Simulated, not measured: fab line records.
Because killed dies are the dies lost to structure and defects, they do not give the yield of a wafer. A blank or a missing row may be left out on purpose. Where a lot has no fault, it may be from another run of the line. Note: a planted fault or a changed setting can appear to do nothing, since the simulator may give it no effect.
Chamber matching || flow nandHarc || 3 sister chambers for NHARC_P_M1_DEP_33 on pecvd-03
The step deposits SiCN, target thk 30 nm. 3 wafers are shown with their chamber, then 9 later ones without.

WAFERS, EACH WITH ITS CHAMBER
{"wafer": "L086.1", "chamber": 0, "showerheadVppV (V)": 1272}
{"wafer": "L088.3", "chamber": 1, "showerheadVppV (V)": 1290}
{"wafer": "L088.4", "chamber": 2, "showerheadVppV (V)": 1347}

WAFERS WITH NO CHAMBER GIVEN
{"wafer": "L090.1", "showerheadVppV (V)": 1289}
{"wafer": "L090.3", "showerheadVppV (V)": 1289}
{"wafer": "L090.5", "showerheadVppV (V)": 1289}
{"wafer": "L093.1", "showerheadVppV (V)": 1349}
{"wafer": "L093.5", "showerheadVppV (V)": 1285}
{"wafer": "L093.6", "showerheadVppV (V)": 1335}
{"wafer": "L096.1", "showerheadVppV (V)": 1295}
{"wafer": "L096.3", "showerheadVppV (V)": 1293}
{"wafer": "L096.6", "showerheadVppV (V)": 1349}

THE CHAMBER EACH PASSED THROUGH
{"wafer": "L090.1", "from the rows above": 1, "in truth": 1}
{"wafer": "L090.3", "from the rows above": 1, "in truth": 1}
{"wafer": "L090.5", "from the rows above": 1, "in truth": 1}
{"wafer": "L093.1", "from the rows above": 2, "in truth": 2}
{"wafer": "L093.5", "from the rows above": "can't be placed: 1 or 0", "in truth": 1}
{"wafer": "L093.6", "from the rows above": 2, "in truth": 2}
{"wafer": "L096.1", "from the rows above": 1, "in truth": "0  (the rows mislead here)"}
{"wafer": "L096.3", "from the rows above": 1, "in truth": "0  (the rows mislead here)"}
{"wafer": "L096.6", "from the rows above": 2, "in truth": 2}
Correct placement for 6 of the 9. Can't be placed from these rows: 1 (the true chamber is among the candidates in 1). Number placed wrongly: 2.
How it was worked out, from the rows above alone: a wafer's distance from a chamber is the root of the sum, over the readings, of the square of ((its reading less the chamber's mean) divided by the reading's scatter). The wafer belongs to the nearest chamber; if the next one is less than 2 further off, it can't be placed. A chamber's mean is the mean of its shown wafers. The scatter: with one shown wafer a chamber, the root of the mean of the squares of how far each hidden wafer lies from its nearest shown one.
